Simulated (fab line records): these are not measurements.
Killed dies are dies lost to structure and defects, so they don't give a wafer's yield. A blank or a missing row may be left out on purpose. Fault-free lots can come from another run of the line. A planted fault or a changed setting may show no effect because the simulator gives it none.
Matching of chambers || flow n5Finfet || rieDiel-03 running N5_PASSIVATION_STRIP_48: 4 sister chambers
The step strips in O2. 4 wafers are shown with their chamber, then 7 later ones without.

WAFERS, EACH WITH ITS CHAMBER
{"wafer": "L678.6", "chamber": 0, "showerheadPlenumPTorr (Torr)": 2.07}
{"wafer": "L683.5", "chamber": 2, "showerheadPlenumPTorr (Torr)": 2.13}
{"wafer": "L686.1", "chamber": 3, "showerheadPlenumPTorr (Torr)": 1.95}
{"wafer": "L686.4", "chamber": 1, "showerheadPlenumPTorr (Torr)": 2.00}

WAFERS WHOSE CHAMBER IS MISSING
{"wafer": "L686.5", "showerheadPlenumPTorr (Torr)": 1.99}
{"wafer": "L694.2", "showerheadPlenumPTorr (Torr)": 2.05}
{"wafer": "L694.3", "showerheadPlenumPTorr (Torr)": 1.99}
{"wafer": "L694.5", "showerheadPlenumPTorr (Torr)": 2.05}
{"wafer": "L699.4", "showerheadPlenumPTorr (Torr)": 2.05}
{"wafer": "L699.5", "showerheadPlenumPTorr (Torr)": 1.94}
{"wafer": "L699.6", "showerheadPlenumPTorr (Torr)": 2.12}

WHICH CHAMBER EACH ONE RAN IN
{"wafer": "L686.5", "from the rows above": "can't be placed: 1 or 3", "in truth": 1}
{"wafer": "L694.2", "from the rows above": "can't be placed: 0 or 1", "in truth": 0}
{"wafer": "L694.3", "from the rows above": "can't be placed: 1 or 3", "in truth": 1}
{"wafer": "L694.5", "from the rows above": "can't be placed: 0 or 1", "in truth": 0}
{"wafer": "L699.4", "from the rows above": "can't be placed: 0 or 1", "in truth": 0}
{"wafer": "L699.5", "from the rows above": 3, "in truth": 3}
{"wafer": "L699.6", "from the rows above": 2, "in truth": 2}
Correct placement for 2 of the 7. Cannot be placed on the basis of these rows: 5; the candidates contain the true chamber in 5. Wrongly placed: 0.
How it was worked out, from the rows above alone: a wafer's distance from a chamber is the root of the sum, over the readings, of the square of ((its reading less the chamber's mean) divided by the reading's scatter). If the next closest chamber is less than 2 further off than the closest, the wafer can't be placed; otherwise it belongs to the closest. For every chamber, the mean is computed from those of its wafers that are shown. The scatter: root of mean squared gap, hidden wafer to nearest shown wafer, with one shown wafer a chamber.
